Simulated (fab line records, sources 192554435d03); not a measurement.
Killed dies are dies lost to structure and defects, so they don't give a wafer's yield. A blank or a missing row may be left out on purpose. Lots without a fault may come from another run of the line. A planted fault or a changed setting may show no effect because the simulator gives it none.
A struck lot beside a sound one | flow n5_finfet | 14 steps out of a route of 1938
Sound: wafers L804.3, L804.4, L804.5. Struck: wafer L820.2. (L820.1 of the same lot was not struck and is left out.) The cause comes at the end.
At each step with rows: each side's tool, then ch and its chambers, then its first start. Under that, the readings that differ: sound wafers | struck wafers | difference of the means | sigmas: that difference in standard deviations of wafers without a fault.
alike: readings whose means differ by less than 2 such deviations, and words and numbers that are the same on both sides. not compared: withheld readings, readings that some wafer has no value for, bounds like >300 that may hide the same value, and numbers for which the record gives no deviation and whose values overlap.
The two part at a step that has a row with sigmas, a row that says differs or no value, or rows on one side only. Numbers that don't overlap but have no deviation are shown without sigmas and don't part them. A reading that every wafer of one side lacks parts them only if that side has two wafers or more.

N5_MIM_BOT_LITHO_CD_MEAS_08: target cd 3000 nm.
  sound on cd_sem-02 ch 0, day 13 18:04; struck on cd_sem-03 ch 0, day 17 15:44
  alike: cd_nm
N5_MIM_BOT_LITHO_OVL_MEAS_11:
  sound on overlay-01 ch 0, day 13 18:06; struck on overlay-01 ch 0, day 17 15:46
  alike: MIM_BOT_OVL
N5_MIM_BOT_LITHO_INSPECT_12: inspects for defects (macro).
  sound on defect_inspect-01, day 13 18:07; struck on defect_inspect-02, day 17 15:47
  alike: raw_defect_count
N5_MIM_BOT_LITHO_DESCUM_10: chemistry O2, time 7.9 s.
  sound on rie_diel-01 ch 1,2,3, day 13 18:09; struck on rie_diel-06 ch 1, day 17 16:00
  alike: drypump_motor_current_A, oes_product_au, rf_fwd_power_W, rf_vpp_V, showerhead_plenum_p_Torr, throttle_valve_pct
  not compared: rf_hours_counter_h
N5_MIM_BOT_ETCH_ETCH_04: etches SiNx in CF4/O2, target depth 26 nm, time 13 s.
  sound on rie_diel-01 ch 1,2,3, day 13 18:13; struck on rie_diel-06 ch 1, day 17 16:04
  alike: drypump_motor_current_A, oes_ar_750_au, oes_product_au, rf_fwd_power_W, rf_vpp_V, showerhead_plenum_p_Torr, throttle_valve_pct
  not compared: rf_hours_counter_h
N5_MIM_BOT_ETCH_ETCH_03: etches the open film in Cl2/BCl3, target depth 12 nm.
  sound on rie_metal-03 ch 1, day 13 18:22; struck on rie_metal-03 ch 0, day 17 16:10
  reading                     | sound             | struck | difference                   | sigmas
  drypump_motor_current_A (A) | 6.4 6.4 6.4       | 5.3    | -1.1                         | -3
  oes_product_au (a.u.)       | 0.70 0.70 0.70    | 0.92   | +0.22                        | +2
  rf_fwd_power_W (W)          | 798.9 795.3 797.1 | 790.5  | -6.6                         | -2
  rf_hours_counter_h (h)      | - - -             | 8      | no value on the sound wafers |
  throttle_valve_pct (%)      | 27.9 27.9 27.9    | 27.0   | -0.9                         | -3
  alike: bcl3_flow_sccm
N5_MIM_BOT_ETCH_ETCH_00: etches TiN in Cl2/BCl3, target depth 45.5 nm.
  sound on rie_metal-03 ch 1, day 13 18:34; struck on rie_metal-03 ch 0, day 17 16:15
  reading                     | sound             | struck | difference                   | sigmas
  drypump_motor_current_A (A) | 6.4 6.4 6.4       | 5.3    | -1.1                         | -3
  oes_product_au (a.u.)       | 0.70 0.69 0.69    | 0.92   | +0.23                        | +2
  rf_hours_counter_h (h)      | - - -             | 8      | no value on the sound wafers |
  throttle_valve_pct (%)      | 22.24 22.25 22.24 | 21.47  | -0.77                        | -3
  alike: bcl3_flow_sccm, oes_ar_750_au, rf_fwd_power_W
N5_MIM_BOT_ETCH_STRIP_01: strips in O2.
  sound on rie_diel-05 ch 0,1,2, day 13 18:59; struck on rie_diel-06 ch 2, day 17 16:23
  alike: drypump_motor_current_A, oes_product_au, rf_vpp_V, showerhead_plenum_p_Torr, throttle_valve_pct
  not compared: rf_hours_counter_h
then, 4 steps without rows for these wafers: N5_MIM_BOT_ETCH_STRIP_02 (strips in post etch residue remover, time 1200 s); N5_MIM_BOT_ETCH_CLEAN_05 (cleans in IPA, time 180 s); N5_MIM_BOT_ETCH_SRD_06 (time 30 s); N5_PASSIVATION_PECVD_55 (deposits SiO2 from SiH4/N2O, target thk 400 nm, time 22.5 s).
N5_PASSIVATION_PECVD_01: deposits SiNx from SiH4/NH3/N2, target thk 200 nm, time 43.2 s.
  sound on pecvd-04 ch 0,1,2, day 13 19:33; struck on pecvd-02 ch 1, day 17 16:55
  reading                                        | sound             | struck | difference | sigmas
  showerhead_vpp_V (V)                           | 2411 2033 2277    | 2586   | +346       | +2
  model.SiNx_of_PASSIVATION_PECVD_01.thk_nm (nm) | 198.4 204.6 202.8 | 189.8  | -12.1      |
  alike: heater_power_w, showerhead_plenum_p_Torr, throttle_valve_pct
  not compared: rf_fwd_power_W, susceptor_temp_C
then, 1 step without rows for these wafers: N5_PASSIVATION_HMDS_03 (time 60 s).

WHERE THEY PART
First at N5_MIM_BOT_ETCH_ETCH_03; last, within this record, at N5_PASSIVATION_PECVD_01.

WHY: what the simulator had put in
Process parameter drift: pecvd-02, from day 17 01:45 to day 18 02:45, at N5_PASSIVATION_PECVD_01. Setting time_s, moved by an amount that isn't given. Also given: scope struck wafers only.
